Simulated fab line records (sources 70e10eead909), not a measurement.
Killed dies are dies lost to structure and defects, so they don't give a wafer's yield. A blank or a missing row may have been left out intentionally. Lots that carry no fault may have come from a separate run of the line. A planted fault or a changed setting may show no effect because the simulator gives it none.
Struck lot and sound lot, side by side ; flow nand_harc ; 19 steps out of a route of 1302
Sound: wafers L355.1, L355.5, L355.6. Struck: wafers L360.4, L360.6. At the end, the cause is stated.
Each step with rows lists, per side, the tool, then ch with its chambers, then its first start. Under that, the readings that differ: sound wafers ; struck wafers ; difference of the means ; sigmas: that difference in standard deviations of wafers without a fault.
alike: a reading whose means differ by less than 2 such deviations, as well as words and numbers matching on both sides. not compared: withheld readings; readings where some wafer has no value; bounds like >300 that might hide an equal value; numbers whose values overlap and for which the record gives no deviation.
The two part at a step that has a row with sigmas, a row that says differs or no value, or rows on one side only. Numbers that have no deviation but don't overlap get no sigmas and don't part them. Lack of a reading on every wafer of one side parts them only where that side has two or more wafers.

NHARC_A_BLC_CMP_25: polishes, t overpolish 30 s, target thk 150 nm.
  sound on cmp-01 ch 1,2, day 26 12:31; struck on cmp-03 ch 2, day 28 13:34
reading;sound;struck;difference;sigmas
motor_current_A (A);13.2 14.0 12.5;11.0 10.9;-2.3;-2
  alike: overpolish_run_s, time_to_endpoint_s
then, 9 steps without rows for these wafers: NHARC_A_BLC_SRD_27; NHARC_A_M0_DEP_00 (deposits SiOC, target thk 150 nm); NHARC_A_M0_DEHYDRATE_01 (time 120 s); NHARC_A_M0_HMDS_02 (time 30 s); NHARC_A_M0_COAT_33 (time 65 s); NHARC_A_M0_COAT_03 (resist thk 90 nm); NHARC_A_M0_SOFTBAKE_04 (time 55 s); NHARC_A_M0_EBR_05; NHARC_A_M0_EXPOSE_06 (exposes mask A M0, target cd 80 nm).
NHARC_A_M0_PEB_07: peb time 65 s.
  sound on litho_track-06 ch 0, day 26 13:39; struck on litho_track-01 ch 0, day 28 14:46
reading;sound;struck;difference;sigmas
heater_power_total_W (W);155.9 156.4 156.1;153.1 153.2;-3.0;-7
plate_temp_C (C);99.92 100.21 100.00;98.51 98.30;-1.64;-14
then, 1 step without rows for these wafers: NHARC_A_M0_DEVELOP_08 (develop time 35 s).
NHARC_A_M0_CD_MEAS_09 targets a cd of 80 nm.
  sound on cd_sem-03 ch 0, day 26 13:44; struck on cd_sem-03 ch 0, day 28 14:51
reading;sound;struck;difference;sigmas
cd_nm (nm);80.6 80.8 80.0;73.4 73.4;-7.1;-14
NHARC_A_M0_OVL_MEAS_10: pitch 160 nm.
  sound: overlay-02 at day 26 13:49; struck: overlay-02 at day 28 14:56
reading;sound;struck;difference;sigmas
overlay_x_nm (nm);-1.1 -0.8 -1.0;1.7 1.2;+2.4;+3
  alike: overlay_y_nm
NHARC_A_M0_DESCUM_14: chemistry O2, time 3 s.
  sound on rie_diel-09 ch 0,1,3, day 26 13:56; struck on rie_diel-05 ch 0,1, day 28 15:04
reading;sound;struck;difference;sigmas
throttle_valve_pct (%);11.299 11.311 11.298;11.318 11.329;+0.021;+2
model.A_M0.cd_nm (nm);80.16 80.17 79.91;73.51 73.47;-6.59;
  alike: drypump_motor_current_A, oes_product_au, rf_vpp_V, showerhead_plenum_p_Torr
  not compared: rf_hours_counter_h
NHARC_A_M0_ETCH_34: etches the open film in N2/H2, target depth 40 nm, overetch 12 nm, time 43.94 s.
  sound on rie_diel-09 ch 0,3, day 26 14:00; struck on rie_diel-05 ch 1,3, day 28 15:09
  alike: bias_w, drypump_motor_current_A, oes_product_au, rf_vpp_V, showerhead_plenum_p_Torr, throttle_valve_pct
  not compared: rf_hours_counter_h
NHARC_A_M0_ETCH_15: etches the open film in C4F8/Ar, target depth 150 nm, overetch 15 nm, time 82.5 s.
  sound on rie_diel-09 ch 0,3; struck on rie_diel-05 ch 0,1
reading;sound;struck;difference;sigmas
model.A_M0.cd_nm (nm);80.16 80.17 79.83;73.05 73.17;-6.94;
  alike: bias_w, oes_product_au, rf_vpp_V
  not compared: rf_hours_counter_h
NHARC_A_M0_CD_MEAS_16:
  sound: cd_sem-01 at day 26 14:13; struck: cd_sem-03 at day 28 15:23
reading;sound;struck;difference;sigmas
cd_nm (nm);80.1 80.3 79.7;73.2 73.1;-6.9;-11
NHARC_END_SORT_01:
  sound on prober-02 ch 0, day 28 08:28; struck on prober-02 ch 0, day 30 10:32
reading;sound;struck;difference;sigmas
killed_at_array;35 57;81 86;+38;+2
killed_dies;35 57;85 89;+41;+3
  alike: killed_at_other, killed_at_periphery, killed_open, killed_short

WHERE THEY PART
Last at NHARC_END_SORT_01 as far as this record goes, first at NHARC_A_BLC_CMP_25.

WHY: what the simulator had put in
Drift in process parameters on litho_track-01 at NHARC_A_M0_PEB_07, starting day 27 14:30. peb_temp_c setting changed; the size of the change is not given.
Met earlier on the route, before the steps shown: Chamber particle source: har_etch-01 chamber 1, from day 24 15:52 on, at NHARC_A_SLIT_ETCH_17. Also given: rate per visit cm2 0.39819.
